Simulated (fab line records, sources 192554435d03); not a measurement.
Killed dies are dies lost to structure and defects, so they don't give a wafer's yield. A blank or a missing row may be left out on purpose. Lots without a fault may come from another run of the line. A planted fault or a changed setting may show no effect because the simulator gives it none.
fab line records | flow n5_finfet
record lots=13 wafers=36 last_day=17
route steps=1938 shown BEOL_M4@1100 BEOL_M5@1116
lots that met no fault: from a run of the same line without faults
start_h: hours from the record's first day to the start of the lot's first wafer shown | wait_h: hours since the lot's step before | " the same as in the row above | L1.1+2: a row that stands for several wafers | - no value, or no start given | * or withheld: withheld | < > ~ a bound
route shown NAME@n: a module of which the file shows steps, and the number in the route of the first | usual: mean/standard deviation of fault-free wafers | same: alike in all rows | chamber/n: place in a boat | sites: the reading at each site | _std_site: their standard deviation | _edge_site: outer sites' mean less inner sites' | radius_mm: how far each site lies from the wafer's centre | mask NAME#n: copy n | behind: the tool/chamber that last shaped the wafer | hold: why the lot was held/for how many hours/how that ended | device: the transistor (n, p or np) that didn't switch | end of line: the same wafers' tests at the end of the route | a step without rows: its recipe alone | killed: dies lost to structure and defects at the first sort, not the wafer's yield | map: a wafer's dies, x killed, . not, _ none there
set.NAME: the setting as run; set.NAME@STEP: as run at that earlier step | model.NAME: the simulator's own value behind a step, which no gauge read
steps of the route over a sample of lots; a table a step, a row a wafer
services: from which hour (start_h, from the record's first day; less than 0 if before it) a tool's chamber was out of use, for how many hours, and why
## steps
# step N5_BEOL_M4_SPUTTER_96
# recipe material=Cu target_thk_a=45 temp_c=-20 chamber_pressure_pa=0.07 power_w=withheld time_s=8.29
# usual throttle_valve_pct=29.7/0.85
# columns lot.wafer tool chamber start_h wait_h throttle_valve_pct
L942.2 pvd_sputter-01 - 176.58 0.1 29.3
L942.5 " - " " 29.3
L942.6 " - " " 29.8
L944.2 pvd_sputter-01 - 179.54 0.1 29.7
L944.4 " - " " 29.2
L944.6 " - " " 29.6
L941.1 pvd_sputter-03 - 184.48 0.1 30.4
L941.3 " - " " 29.7
L941.5 " - " " 30.4
L945.4 pvd_sputter-03 - 196.32 0.1 30.7
L945.5 " - " " 30.3
L945.6 " - " " 29.6
L947.2 pvd_sputter-01 - 197.03 0.1 29.8
L947.3 " - " " 29.4
L947.6 " - " " 29.6
L948.1 pvd_sputter-03 - 204.27 0.1 30.6
L948.4 " - " " 30.4
L948.5 " - " " 29.1
L956.2 pvd_sputter-02 - 258.51 0.1 30.1
L956.6 " - " " 30.6
L957.2 pvd_sputter-02 - 271.27 0.1 29.6
L957.3 " - " " 30.8
L957.5 " - " " 29.1
L959.2 pvd_sputter-01 - 278.17 0.1 29.8
L959.4 " - " " 29.1
L959.5 " - " " 30.0
L961.2 pvd_sputter-02 - 282.75 0.1 29.1
L961.3 " - " " 30.8
L960.2 pvd_sputter-03 - 282.86 0.1 30.5
L960.3 " - " " 30.6
L962.2 pvd_sputter-01 - 297.73 0.1 29.2
L962.4 " - " " 29.9
L962.5 " - " " 29.7
L963.1 pvd_sputter-01 - 301.00 0.1 29.7
L963.4 " - " " 27.6
L963.6 " - " " 30.2
# step N5_BEOL_M4_INSPECT_59
# recipe inspect_instrument=darkfield mode=post_dep
# usual raw_defect_count=74/24
# columns lot.wafer tool chamber start_h wait_h raw_defect_count
L942.2 defect_inspect-01 - 177.65 0.0 78
L942.5 " - " " 81
L942.6 " - " " 83
L944.2 defect_inspect-01 - 180.62 0.0 78
L944.4 " - " " 111
L944.6 " - " " 68
L941.1 defect_inspect-02 - 185.56 0.0 57
L941.3 " - " " 55
L941.5 " - " " 91
L945.4 defect_inspect-01 - 197.45 0.0 62
L945.5 " - " " 94
L945.6 " - " " 68
L947.2 defect_inspect-02 - 198.16 0.0 67
L947.3 " - " " 75
L947.6 " - " " 79
L948.1 defect_inspect-02 - 205.35 0.0 60
L948.4 " - " " 112
L948.5 " - " " 91
L956.2 defect_inspect-01 - 259.81 0.0 69
L956.6 " - " " 46
L957.2 defect_inspect-02 - 272.36 0.0 70
L957.3 " - " " 102
L957.5 " - " " 94
L959.2 defect_inspect-02 - 279.38 0.0 42
L959.4 " - " " 65
L959.5 " - " " 39
L961.2 defect_inspect-02 - 283.83 0.0 71
L961.3 " - " " 62
L960.2 defect_inspect-02 - 283.95 0.0 90
L960.3 " - " " 122
L962.2 defect_inspect-01 - 299.39 0.0 98
L962.4 " - " " 103
L962.5 " - " " 75
L963.1 defect_inspect-02 - 302.07 0.0 51
L963.4 " - " " 41
L963.6 " - " " 62
# step N5_BEOL_M5_HM_DEP_02
# recipe material=TiN target_thk_a=200 temp_c=25 chamber_pressure_pa=0.49996
# usual throttle_valve_pct=29.5/0.87
# columns lot.wafer tool chamber start_h wait_h throttle_valve_pct
L942.2 pvd_sputter-03 - 180.07 0.8 29.9
L942.5 " - " " 30.2
L942.6 " - " " 29.8
L944.2 pvd_sputter-01 - 182.46 0.2 29.1
L944.4 " - " " 29.9
L944.6 " - " " 29.6
L941.1 pvd_sputter-02 - 190.87 3.7 30.2
L941.3 " - " " 29.3
L941.5 " - " " 30.3
L945.4 pvd_sputter-01 - 201.29 2.2 29.8
L945.5 " - " " 30.0
L945.6 " - " " 29.5
L947.2 pvd_sputter-02 - 201.68 1.9 30.4
L947.3 " - " " 29.3
L947.6 " - " " 30.8
L948.1 pvd_sputter-01 - 208.24 0.8 29.2
L948.4 " - " " 27.5
L948.5 " - " " 29.3
L956.2 pvd_sputter-01 - 261.94 0.5 29.7
L956.6 " - " " 29.7
L957.2 pvd_sputter-02 - 276.58 2.6 30.7
L957.3 " - " " 28.9
L957.5 " - " " 29.7
L959.2 pvd_sputter-01 - 281.23 0.1 27.6
L959.4 " - " " 29.9
L959.5 " - " " 29.2
L961.2 pvd_sputter-01 - 286.08 0.6 29.3
L961.3 " - " " 30.0
L960.2 pvd_sputter-03 - 286.13 0.6 29.6
L960.3 " - " " 30.3
L962.2 pvd_sputter-01 - 301.48 0.5 30.0
L962.4 " - " " 29.9
L962.5 " - " " 29.6
L963.1 pvd_sputter-03 - 303.73 0.0 30.7
L963.4 " - " " 29.7
L963.6 " - " " 29.7
# step N5_BEOL_M5_COAT_71
# recipe resist=underlayer temp_c=205 time_s=60 spin_rpm=1500 resist_thk_nm=5
# usual resist_line_temp_C=23.01/0.1 spin_speed_rpm=1499.9/1
# columns lot.wafer tool chamber start_h wait_h resist_line_temp_C spin_speed_rpm
L942.2 litho_track-02 0 180.20 - 23.00 1499.7
L942.5 " 0 " " 23.03 1499.2
L942.6 " 0 " " 22.84 1500.1
L944.2 litho_track-03 0 182.59 - 23.02 1499.6
L944.4 " 0 " " 22.91 1499.4
L944.6 " 0 " " 22.90 1500.4
L941.1 litho_track-02 0 191.01 - 22.81 1499.7
L941.3 " 0 " " 22.96 1499.5
L941.5 " 0 " " 23.04 1498.7
L945.4 litho_track-01 0 201.42 - 23.19 1500.2
L945.5 " 0 " " 23.11 1499.9
L945.6 " 0 " " 23.04 1500.4
L947.2 litho_track-01 0 201.81 - 23.12 1501.4
L947.3 " 0 " " 23.10 1500.1
L947.6 " 0 " " 23.12 1499.8
L948.1 litho_track-01 0 208.37 - 22.89 1500.0
L948.4 " 0 " " 22.99 1499.9
L948.5 " 0 " " 23.04 1499.6
L956.2 litho_track-01 0 262.07 - 23.05 1499.7
L956.6 " 0 " " 22.89 1498.8
L957.2 litho_track-01 0 276.71 - 23.12 1346.7
L957.3 " 0 " " 23.04 1346.8
L957.5 " 0 " " 23.20 1345.3
L959.2 litho_track-01 0 281.36 - 23.08 1344.9
L959.4 " 0 " " 22.99 1346.1
L959.5 " 0 " " 23.03 1346.3
L961.2 litho_track-03 0 286.21 - 22.91 1497.7
L961.3 " 0 " " 23.17 1499.0
L960.2 litho_track-02 0 286.26 - 22.94 1500.4
L960.3 " 0 " " 22.79 1500.8
L962.2 litho_track-02 0 301.61 - 23.06 1500.2
L962.4 " 0 " " 22.88 1501.3
L962.5 " 0 " " 23.00 1499.7
L963.1 litho_track-02 0 303.86 - 23.02 1501.5
L963.4 " 0 " " 23.13 1500.0
L963.6 " 0 " " 23.05 1500.2
## services
# columns tool chamber start_h hours kind
litho_track-02 - 164.08 - consumable_replace:filter
litho_track-03 - 246.46 - consumable_replace:filter
litho_track-01 - 253.55 - consumable_replace:filter
pvd_sputter-02 - 303.66 4.3 repair
## key
first_sign step=N5_BEOL_M5_COAT_71 reading=spin_speed_rpm direction=down sigmas=99+ usual=* struck=*
effect none on later readings
met_at N5_BEOL_M5_COAT_71
struck_lots L957,L959
baseline_loss step=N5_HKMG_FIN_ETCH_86 wafers=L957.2
not_acting_at N5_BEOL_M4_SPUTTER_96,N5_BEOL_M4_INSPECT_59,N5_BEOL_M5_HM_DEP_02
onset_between 262.07 276.71
fault kind=process_parameter_drift tool=litho_track-01 chamber=- onset_h=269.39 steps=N5_BEOL_M5_COAT_71 channel=spin_rpm offset=* shape=step end_h=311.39 acts_in=* stated=*
# baseline_loss: these wafers lose ten dies or more at that step, a loss of the line's own and not of a fault; the sort's usual values leave them out
